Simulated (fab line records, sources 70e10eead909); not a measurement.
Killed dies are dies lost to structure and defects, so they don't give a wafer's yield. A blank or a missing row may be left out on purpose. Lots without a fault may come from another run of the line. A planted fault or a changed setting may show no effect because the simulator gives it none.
Chamber matching | flow nand_harc | NHARC_A_CONTACT_ETCH_91 on rie_diel-03: 4 sister chambers
The step etches the open film in CH3F/O2, target depth 40 nm, time 85.7 s. 30 wafers are shown with their chamber, then 12 later ones without.

WAFERS WITH THEIR CHAMBER
wafer  | chamber | showerhead_plenum_p_Torr (Torr) | drypump_motor_current_A (A) | rf_vpp_V (V)
L074.2 | 0       | 2.30                            | 5.8                         | 242.8
L074.3 | 1       | 2.48                            | 4.9                         | 245.9
L074.4 | 3       | 2.59                            | 5.5                         | 246.4
L076.1 | 1       | 2.48                            | 4.9                         | 243.2
L076.5 | 2       | 2.28                            | 5.4                         | 241.7
L076.6 | 1       | 2.48                            | 5.0                         | 244.3
L075.2 | 3       | 2.59                            | 5.5                         | 244.8
L075.3 | 2       | 2.28                            | 5.4                         | 242.3
L075.5 | 0       | 2.30                            | 5.7                         | 241.8
L078.2 | 3       | 2.59                            | 5.4                         | 245.3
L078.4 | 2       | 2.27                            | 5.4                         | 241.8
L078.5 | 1       | 2.48                            | 5.0                         | 243.6
L077.1 | 2       | 2.27                            | 5.4                         | 240.8
L077.5 | 3       | 2.59                            | 5.5                         | 244.1
L077.6 | 0       | 2.30                            | 5.8                         | 242.1
L080.3 | 2       | 2.27                            | 5.4                         | 240.7
L080.4 | 1       | 2.48                            | 4.9                         | 245.1
L080.6 | 2       | 2.27                            | 5.4                         | 242.3
L081.4 | 0       | 2.29                            | 5.7                         | 243.0
L081.5 | 1       | 2.47                            | 5.0                         | 243.9
L081.6 | 2       | 2.27                            | 5.4                         | 242.7
L083.1 | 3       | 2.59                            | 5.5                         | 245.3
L083.2 | 1       | 2.47                            | 5.0                         | 244.0
L083.6 | 3       | 2.59                            | 5.4                         | 245.4
L086.1 | 2       | 2.27                            | 5.4                         | 240.6
L086.2 | 0       | 2.29                            | 5.8                         | 242.7
L086.5 | 0       | 2.29                            | 5.7                         | 244.3
L090.1 | 0       | 2.29                            | 5.7                         | 241.3
L090.3 | 1       | 2.47                            | 4.9                         | 246.1
L090.4 | 3       | 2.58                            | 5.5                         | 246.7

SIGNATURES (means of the wafers above)
reading                  | chamber 0 | chamber 1 | chamber 2 | chamber 3 | scatter within a chamber
showerhead_plenum_p_Torr | 2.2943    | 2.4763    | 2.2725    | 2.5886    | 0.00478
drypump_motor_current_A  | 5.743     | 4.950     | 5.400     | 5.471     | 0.0445
rf_vpp_V                 | 242.571   | 244.512   | 241.613   | 245.429   | 0.944
Rule: a wafer's distance from a chamber is the root of the sum, over the readings, of the square of ((its reading less the chamber's mean) divided by the reading's scatter). The wafer belongs to the nearest chamber; if the next one is less than 2 further off, it can't be placed. The scatter: the root of (the sum of the squares of (reading less its chamber's mean) over the shown wafers, divided by (wafers less chambers)).

WAFERS WITHOUT THEIR CHAMBER
wafer  | showerhead_plenum_p_Torr (Torr) | drypump_motor_current_A (A) | rf_vpp_V (V)
L088.1 | 2.29                            | 5.7                         | 240.8
L088.3 | 2.58                            | 5.4                         | 245.5
L088.4 | 2.47                            | 5.0                         | 244.7
L089.1 | 2.29                            | 5.8                         | 242.4
L089.2 | 2.66                            | 5.4                         | 246.9
L089.3 | 2.47                            | 5.0                         | 244.6
L092.1 | 2.58                            | 5.4                         | 246.3
L092.2 | 2.29                            | 5.8                         | 241.1
L092.4 | 2.66                            | 5.4                         | 247.0
L096.1 | 2.29                            | 5.8                         | 240.8
L096.2 | 2.58                            | 5.4                         | 246.8
L096.3 | 2.65                            | 5.4                         | 247.8

WHICH CHAMBER EACH WENT THROUGH
wafer  | from the rows above | in truth
L088.1 | 0                   | 0
L088.3 | 3                   | 3
L088.4 | 1                   | 1
L089.1 | 0                   | 0
L089.2 | 3                   | 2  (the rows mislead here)
L089.3 | 1                   | 1
L092.1 | 3                   | 3
L092.2 | 0                   | 0
L092.4 | 3                   | 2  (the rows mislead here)
L096.1 | 0                   | 0
L096.2 | 3                   | 3
L096.3 | 3                   | 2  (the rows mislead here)
Placed correctly: 9 of 12. Can't be placed from these rows: 0. Placed wrongly: 3.
